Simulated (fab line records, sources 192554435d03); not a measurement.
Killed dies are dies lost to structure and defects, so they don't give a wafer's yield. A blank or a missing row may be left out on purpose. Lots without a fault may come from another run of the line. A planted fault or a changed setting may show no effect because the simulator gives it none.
Which tool did it? | flow n5_finfet | 9 lots, 27 wafers sampled, at 5 steps of a route of 1938

WHAT THE GAUGES READ, wafer by wafer
N5_BEOL_M4_RC_MEAS_101.
lot  | measured     | on        | DIBL_N (mV/V)
L272 | day 11 17:06 | prober-02 | 37.6 38.0 37.2
L273 | day 12 00:41 | prober-02 | 34.5 36.2 36.8
L276 | day 12 14:11 | prober-02 | 34.3 34.9 35.4
L278 | day 13 01:37 | prober-01 | 37.7 37.9 38.8
L279 | day 13 13:28 | prober-01 | 37.7 36.4 38.5
L280 | day 13 18:05 | prober-02 | 39.0 37.2 37.0
L281 | day 13 23:07 | prober-02 | 34.7 34.6 33.9
L282 | day 14 03:29 | prober-02 | 35.8 34.8 35.5
L285 | day 15 06:20 | prober-02 | 37.0 35.1 36.8

WHICH TOOL RAN EACH LOT (tool, then ch and the chambers of the sampled wafers, then the start)
lot  | N5_BEOL_M0_SAQP_MANDREL_ETCH_103 | N5_BEOL_M0_SAQP_RECESS_109         | N5_BEOL_M0_SAQP_ETCH_88            | N5_BEOL_M0_SAQP_CUT_ETCH_46
L272 | rie_si-02 ch 0,1,2, day 8 00:00  | vapor_etch-02 ch 0,1, day 8 01:08  | rie_diel-06 ch 2,3, day 8 02:39    | rie_diel-06 ch 2,3, day 8 02:42
L273 | rie_si-03 ch 1,3, day 8 13:11    | vapor_etch-02 ch 1, day 8 13:52    | rie_diel-06 ch 0,2, day 8 15:58    | rie_diel-06 ch 0,2, day 8 16:01
L276 | rie_si-01 ch 0,1,2, day 9 00:03  | vapor_etch-02 ch 0,1, day 9 00:50  | rie_diel-06 ch 1,2, day 9 02:57    | rie_diel-06 ch 1,2, day 9 03:00
L278 | rie_si-01 ch 0,1, day 9 14:57    | vapor_etch-02 ch 0,1, day 9 15:38  | rie_diel-06 ch 0,2, day 9 17:35    | rie_diel-06 ch 0,2, day 9 17:37
L279 | rie_si-02 ch 2,3, day 9 23:23    | vapor_etch-02 ch 0,1, day 10 00:05 | rie_diel-06 ch 0,2,3, day 10 01:53 | rie_diel-06 ch 0,2,3, day 10 01:56
L280 | rie_si-01 ch 2,3, day 10 03:30   | vapor_etch-02 ch 0,1, day 10 04:14 | rie_diel-01 ch 0,1, day 10 05:52   | rie_diel-01 ch 0,1, day 10 05:55
L281 | rie_si-01 ch 0,2,3, day 10 08:01 | vapor_etch-02 ch 0, day 10 08:43   | rie_diel-01 ch 1,2,3, day 10 10:31 | rie_diel-01 ch 1,2,3, day 10 10:34
L282 | rie_si-03 ch 0,1, day 10 12:06   | vapor_etch-02 ch 0,1, day 10 12:47 | rie_diel-06 ch 1,2, day 10 14:33   | rie_diel-06 ch 1,2, day 10 14:36
L285 | rie_si-03 ch 0,3, day 11 08:50   | vapor_etch-01 ch 0, day 11 10:59   | rie_diel-01 ch 0,1,3, day 11 12:25 | rie_diel-01 ch 0,1,3, day 11 12:28
- N5_BEOL_M0_SAQP_MANDREL_ETCH_103: etches a-Si in HBr/Cl2, stops on SiCN, target depth 45 nm, bt time 10 s, time 27 s.
- N5_BEOL_M0_SAQP_RECESS_109: chemistry HF/NH3, target SiO2, target depth 3 nm, afs cycles 1, sublimation time 60 s.
- N5_BEOL_M0_SAQP_ETCH_88: etches underlayer in N2/H2, target depth 6.5 nm, time 5.2 s.
- N5_BEOL_M0_SAQP_CUT_ETCH_46: etches SOC in N2/H2, target depth 135 nm, overetch 27 nm, time 202.5 s.

THE ANSWER, worked out from the rows above alone
Rule: what is usual is taken from the lots themselves. Put in order of their means at a reading, lots are off if they are a third of the lots or fewer, leave a main group of 4 or more, and stand apart from it by a gap of 3 or more times the standard deviation of the main group's means; of several such gaps the widest counts. A main group whose means are all the same, to the digits that the tables above print for the reading, isn't used. A lot without any number at a reading at which 4 lots or more have one is off too. The other lots that the step has rows for count as sound.
No lot is off at any reading shown: from this, nothing can be told.

WHAT THE SIMULATOR HAD PUT IN
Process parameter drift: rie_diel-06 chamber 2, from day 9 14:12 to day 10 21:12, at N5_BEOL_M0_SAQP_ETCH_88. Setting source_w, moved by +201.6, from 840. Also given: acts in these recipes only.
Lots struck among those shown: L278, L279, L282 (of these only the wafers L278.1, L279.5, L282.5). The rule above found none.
